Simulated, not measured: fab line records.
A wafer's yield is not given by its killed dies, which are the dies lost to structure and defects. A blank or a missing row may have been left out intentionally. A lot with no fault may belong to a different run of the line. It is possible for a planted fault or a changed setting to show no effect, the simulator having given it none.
Matching of chambers :: flow nand_harc :: NHARC_P_BONDPAD_ACTIVATE_29 on rie_diel-06 has 4 sister chambers
The step chemistry N2, time 60 s. 4 wafers are shown with their chamber, then 12 later ones without.

WAFERS, EACH WITH ITS CHAMBER
wafer: L088.1
chamber: 2
drypump_motor_current_A (A): 5.8

wafer: L088.2
chamber: 3
drypump_motor_current_A (A): 5.9

wafer: L090.5
chamber: 1
drypump_motor_current_A (A): 5.9

wafer: L090.6
chamber: 0
drypump_motor_current_A (A): 4.8

WAFERS MISSING THEIR CHAMBER
wafer: L091.2
drypump_motor_current_A (A): 5.9

wafer: L091.4
drypump_motor_current_A (A): 5.9

wafer: L091.5
drypump_motor_current_A (A): 5.9

wafer: L096.1
drypump_motor_current_A (A): 4.8

wafer: L096.4
drypump_motor_current_A (A): 5.9

wafer: L096.6
drypump_motor_current_A (A): 5.8

wafer: L095.3
drypump_motor_current_A (A): 4.8

wafer: L095.4
drypump_motor_current_A (A): 5.9

wafer: L095.6
drypump_motor_current_A (A): 5.8

wafer: L097.1
drypump_motor_current_A (A): 5.8

wafer: L097.4
drypump_motor_current_A (A): 5.9

wafer: L097.5
drypump_motor_current_A (A): 6.0

EACH ONE'S CHAMBER
wafer: L091.2
from the rows above: can't be placed: 1 or 3
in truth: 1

wafer: L091.4
from the rows above: can't be placed: 1 or 3
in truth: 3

wafer: L091.5
from the rows above: can't be placed: 1 or 3
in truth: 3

wafer: L096.1
from the rows above: 0
in truth: 0

wafer: L096.4
from the rows above: can't be placed: 1 or 3
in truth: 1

wafer: L096.6
from the rows above: 2
in truth: 2

wafer: L095.3
from the rows above: 0
in truth: 0

wafer: L095.4
from the rows above: can't be placed: 1 or 3
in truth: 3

wafer: L095.6
from the rows above: 2
in truth: 2

wafer: L097.1
from the rows above: 2
in truth: 2

wafer: L097.4
from the rows above: can't be placed: 1 or 3
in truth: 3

wafer: L097.5
from the rows above: can't be placed: 1 or 3
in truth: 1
Correctly placed: 5 of 12. Can't be placed from these rows: 7 (the true chamber is among the candidates in 7). Number placed wrongly: 0.
How it was worked out, from the rows above alone: a wafer's distance from a chamber is the root of the sum, over the readings, of the square of ((its reading less the chamber's mean) divided by the reading's scatter). The wafer belongs to the nearest chamber; if the next one is less than 2 further off, it can't be placed. A chamber's mean is the mean of its shown wafers. The scatter: root of mean squared gap, hidden wafer to nearest shown wafer, with one shown wafer a chamber.
